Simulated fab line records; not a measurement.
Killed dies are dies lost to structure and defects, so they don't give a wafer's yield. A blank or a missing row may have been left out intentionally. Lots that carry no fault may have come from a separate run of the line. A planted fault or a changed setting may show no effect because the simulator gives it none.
What tool caused it? / flow n5Finfet / 28 wafers sampled from 10 lots at 1 step of a route of 1938

WHAT EACH GAUGE READ, for each wafer
N5_BEOL_M2_THK_MEAS_53: measures by xrf.
lot=L885; measured=day 6 22:58; on=filmMetro-01; M2_THK (nm)=40.6 39.1 39.9
lot=L887; measured=day 7 10:59; on=filmMetro-02; M2_THK (nm)=40.7 38.8 39.7
lot=L888; measured=day 7 15:53; on=filmMetro-02; M2_THK (nm)=39.6 38.2 40.1
lot=L890; measured=day 8 03:41; on=filmMetro-01; M2_THK (nm)=38.7 38.4 38.4
lot=L893; measured=day 8 13:58; on=filmMetro-01; M2_THK (nm)=39.9 38.1
lot=L892; measured=day 8 20:49; on=filmMetro-01; M2_THK (nm)=38.5 37.1
lot=L901; measured=day 12 04:30; on=filmMetro-02; M2_THK (nm)=39.3 38.6 38.4
lot=L903; measured=day 12 06:12; on=filmMetro-02; M2_THK (nm)=39.9 40.6 41.7
lot=L902; measured=day 12 08:47; on=filmMetro-01; M2_THK (nm)=39.6 39.5 41.6
lot=L907; measured=day 12 18:43; on=filmMetro-01; M2_THK (nm)=39.9 41.2 40.7

TOOL THAT RAN EACH LOT (tool first, then ch and the chambers of the sampled wafers, then the start)
Record: no process step prior to these readings.

THE ANSWER, worked out from the rows above alone
Rule: the lots themselves supply what counts as usual. Put in order of their means at a reading, lots are off if they are a third of the lots or fewer, leave a main group of 4 or more, and stand apart from it by a gap of 3 or more times the standard deviation of the main group's means; of several such gaps the widest counts. A main group whose means are all the same, to the digits that the tables above print for the reading, isn't used. A lot without any number at a reading at which 4 lots or more have one is off too. Any other lot the step has rows for is counted as sound.
Across all readings shown, no lot is off: no conclusion can be drawn from this.

WHAT THE SIMULATOR PUT IN
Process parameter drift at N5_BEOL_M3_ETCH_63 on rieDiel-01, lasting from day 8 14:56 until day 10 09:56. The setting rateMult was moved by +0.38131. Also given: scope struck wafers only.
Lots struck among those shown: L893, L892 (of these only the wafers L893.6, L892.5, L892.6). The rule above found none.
